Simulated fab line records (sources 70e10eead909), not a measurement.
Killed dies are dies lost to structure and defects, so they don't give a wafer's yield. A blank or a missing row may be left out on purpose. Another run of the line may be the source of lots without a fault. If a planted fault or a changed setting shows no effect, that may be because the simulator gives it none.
Matching of chambers | flow nand_harc | NHARC_A_STAIRCASE_TRIM_187 on rie_diel-08 has 4 sister chambers
The step chemistry O2, time 211.2 s. 4 wafers are shown with their chamber, then 7 later ones without.

## WAFERS, EACH WITH ITS CHAMBER
wafer  | chamber | showerhead_plenum_p_Torr (Torr)
L076.2 | 3       | 3.44
L080.5 | 0       | 3.67
L086.2 | 2       | 3.37
L086.5 | 1       | 3.61

## WAFERS WITH NO CHAMBER GIVEN
wafer  | showerhead_plenum_p_Torr (Torr)
L086.6 | 3.37
L090.1 | 3.36
L090.5 | 3.61
L090.6 | 3.66
L094.2 | 3.60
L094.3 | 3.43
L094.6 | 3.43

## WHICH CHAMBER EACH WENT THROUGH
wafer  | from the rows above | in truth
L086.6 | 2                   | 2
L090.1 | 2                   | 2
L090.5 | 1                   | 1
L090.6 | 0                   | 0
L094.2 | 1                   | 1
L094.3 | 3                   | 3
L094.6 | 3                   | 3
7 of 7 placed correctly. Not placeable from these rows: 0. Number placed wrongly: 0.
How it was worked out, from the rows above alone: a wafer's distance from a chamber is the root of the sum, over the readings, of the square of ((its reading less the chamber's mean) divided by the reading's scatter). If the next closest chamber is less than 2 further off than the closest, the wafer can't be placed; otherwise it belongs to the closest. A chamber's mean is the mean of its shown wafers. The scatter (one wafer shown for each chamber): square how far every hidden wafer sits from the nearest shown wafer, average those squares and take the square root.
